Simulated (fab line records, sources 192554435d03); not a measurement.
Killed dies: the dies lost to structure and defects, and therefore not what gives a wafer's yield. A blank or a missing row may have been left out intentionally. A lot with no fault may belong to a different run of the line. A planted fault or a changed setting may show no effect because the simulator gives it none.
Code-filled problem report in 8D (eight disciplines) form / flow n5Finfet / the parts of the form that need people (team, actions taken, sign-off) are left out
Where a reading is given only as a bound, like >300, the bound stands for it, and a mean or a difference that rests on one is marked > or <: the true number lies beyond.

1. THE ISSUE
rawDefectCount at N5_HKMG_FIN_INSPECT_14 reads a mean of >300 on 1 wafer of 1 lot; wafers without a fault read 1.9 with a standard deviation of 1.3. So: +99 or more standard deviations from the usual mean.
The step: inspects for defects (macro).
First seen on wafer L741.1, day 5 21:26, on defectInspect-02. The record has a number at this step for 15 wafers belonging to 5 lots. By rule, "out" or "out of limits" means more than 4 standard deviations away from the usual mean. The rest of the wafers with a number are treated as sound.

2. WHAT IT IS, WHAT IT ISN'T
question=which readings at this step | is=rawDefectCount | is not=-
question=which lots | is=L741 | is not=L734, L738, L751, L755
question=which wafers of those lots | is=L741.1 | is not=L741.5, L741.6
question=read on which gauges | is=defectInspect-02 | is not=defectInspect-01
question=when | is=from day 5 21:26 | is not=up to then (8 sound wafers); but 6 sound wafers of L751, L755 came after

3. THE SUSPECTS, EACH WITH WHAT RULES IT OUT
Counting: any tool at a process step up to the reading remains a suspect provided it ran every lot that is out. Sound lots after the first of them don't rule it out here, since some wafers of a struck lot are sound.
- the gauge at N5_HKMG_FIN_INSPECT_14 has been ruled out. All the wafers that are out were read on defectInspect-02, but those of them that N5_PASSIVATION_PROBE_49 has rows for are out there too, on other tools.
- rieDiel-01 at N5_HKMG_FIN_ETCH_54 (etches SiARC in CF4, target depth 45.5 nm, time 75.8 s): kept. It ran the lot that is out, L741 (day 5 18:08).
- rieDiel-01 at N5_HKMG_FIN_ETCH_55 (etches SOC in N2/H2, target depth 240 nm, time 300 s): kept. It ran the lot that is out, L741 (day 5 18:11).
- rieDiel-01 at N5_HKMG_FIN_STRIP_57 (strips in CF4): kept. It ran the lot that is out, L741 (day 5 18:23).
- rieDiel-01 at N5_HKMG_FIN_ETCH_58 (etches SOC in N2/H2, target depth 215.8 nm, time 741 s): kept. It ran the lot that is out, L741 (day 5 18:24).
- wetBench-02 at N5_HKMG_FIN_WET_ETCH_77 (etches La2O3 in dHCl, stops on HfO2, target depth 2 nm): kept. It ran the lot that is out, L741 (day 5 19:22); its last sound lot up to then is L734 (day 4 01:00).
- aldMetal-03 at N5_HKMG_FIN_PWFM_ALD_03 (deposits TiN, target thk 2 nm, pulse time 1 s, purge time 3 s): kept. It ran the lot that is out, L741 (day 5 20:32).
- At N5_HKMG_FIN_PWFM_ALD_03, inside aldMetal-03: chamber 0 took the wafers that are out, while their sound lot-mates went through chambers 2, 3.
Left after counting: rieDiel-01 at N5_HKMG_FIN_ETCH_54, rieDiel-01 at N5_HKMG_FIN_ETCH_55, rieDiel-01 at N5_HKMG_FIN_STRIP_57, rieDiel-01 at N5_HKMG_FIN_ETCH_58, wetBench-02 at N5_HKMG_FIN_WET_ETCH_77, aldMetal-03 at N5_HKMG_FIN_PWFM_ALD_03.

4. THE CAUSE (what the simulator had put in)
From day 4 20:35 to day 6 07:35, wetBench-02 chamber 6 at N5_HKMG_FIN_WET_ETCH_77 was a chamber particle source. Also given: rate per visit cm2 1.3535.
Counting left 6 suspects, and this tool is among them.

5. THE CHAIN OF EFFECTS, in route order
Each row: a reading whose mean over the struck wafers that have a number lies more than 3 standard deviations from the usual. Only readings whose record carries a usual standard deviation are examined. hours: median over the lots of the time between each lot's start at the first step of this table that gives one and its start at this step. sigmas: the change, counted in usual standard deviations.
hours=0; step=N5_HKMG_FIN_INSPECT_14; reading=rawDefectCount; usual=1.9; on struck wafers=>300; change=>+298; sigmas=+99 or more
hours=261; step=N5_PASSIVATION_PROBE_49; reading=killedAtFrontEnd; usual=37; on struck wafers=166; change=+129; sigmas=+13
hours=261; step=N5_PASSIVATION_PROBE_49; reading=killedDies; usual=104; on struck wafers=219; change=+115; sigmas=+6.4
Its process steps:
- N5_PASSIVATION_PROBE_49

6. WHAT WOULD HAVE CAUGHT IT SOONER
25 hours passed between the start of the fault at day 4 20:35 and the first reading out of limits at a measuring or inspecting step in this record, taken at day 5 21:26.
All the lots that are out (1) had begun N5_HKMG_FIN_WET_ETCH_77 on wetBench-02 by day 5 21:26. Holding the tool at that point would not have protected any of them.
